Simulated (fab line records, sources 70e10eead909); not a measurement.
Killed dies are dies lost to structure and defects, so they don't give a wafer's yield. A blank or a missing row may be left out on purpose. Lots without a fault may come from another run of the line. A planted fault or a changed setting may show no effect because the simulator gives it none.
Chamber matching | flow nand_harc | NHARC_P_M2_ETCH_35 on rie_diel-13: 4 sister chambers
The step etches the open film in N2/H2, target depth 40 nm, overetch 12 nm, time 43.94 s. 14 wafers are shown with their chamber, then 7 later ones without.

WAFERS WITH THEIR CHAMBER
wafer  | chamber | drypump_motor_current_A (A) | showerhead_plenum_p_Torr (Torr) | oes_product_au (a.u.)
L081.1 | 3       | 5.9                         | 1.95                            | 1.012
L081.3 | 2       | 5.7                         | 1.95                            | 1.013
L081.5 | 3       | 5.9                         | 1.95                            | 1.011
L087.1 | 3       | 5.8                         | 1.95                            | 1.005
L087.4 | 3       | 5.8                         | 1.95                            | 0.996
L087.6 | 2       | 5.7                         | 1.94                            | 1.016
L090.1 | 3       | 5.9                         | 1.95                            | 1.018
L090.2 | 1       | 5.1                         | 1.95                            | 0.997
L090.6 | 1       | 5.1                         | 1.95                            | 0.989
L091.1 | 3       | 5.9                         | 1.95                            | 1.009
L091.2 | 1       | 5.1                         | 1.95                            | 0.996
L091.3 | 0       | 5.4                         | 1.93                            | 1.005
L093.2 | 3       | 5.8                         | 1.95                            | 1.010
L093.3 | 1       | 5.1                         | 1.95                            | 1.003

SIGNATURES (means of the wafers above)
reading                  | chamber 0 | chamber 1 | chamber 2 | chamber 3 | scatter within a chamber
drypump_motor_current_A  | 5.400     | 5.100     | 5.700     | 5.857     | 0.0414
showerhead_plenum_p_Torr | 1.9300    | 1.9500    | 1.9450    | 1.9500    | 0.00224
oes_product_au           | 1.00500   | 0.99625   | 1.01450   | 1.00871   | 0.00619
Rule: a wafer's distance from a chamber is the root of the sum, over the readings, of the square of ((its reading less the chamber's mean) divided by the reading's scatter). The wafer belongs to the nearest chamber; if the next one is less than 2 further off, it can't be placed. The scatter: the root of (the sum of the squares of (reading less its chamber's mean) over the shown wafers, divided by (wafers less chambers)).

WAFERS WITHOUT THEIR CHAMBER
wafer  | drypump_motor_current_A (A) | showerhead_plenum_p_Torr (Torr) | oes_product_au (a.u.)
L093.4 | 5.3                         | 1.92                            | 1.003
L094.2 | 5.1                         | 1.95                            | 0.994
L094.3 | 5.7                         | 1.94                            | 1.012
L094.5 | 5.0                         | 1.95                            | 1.002
L097.1 | 5.1                         | 1.95                            | 0.991
L097.3 | 5.7                         | 1.94                            | 1.003
L097.4 | 5.4                         | 1.92                            | 0.993

WHICH CHAMBER EACH WENT THROUGH
wafer  | from the rows above | in truth
L093.4 | 0                   | 0
L094.2 | 1                   | 1
L094.3 | 2                   | 2
L094.5 | 1                   | 1
L097.1 | 1                   | 1
L097.3 | 2                   | 2
L097.4 | 0                   | 0
Placed correctly: 7 of 7. Can't be placed from these rows: 0. Placed wrongly: 0.
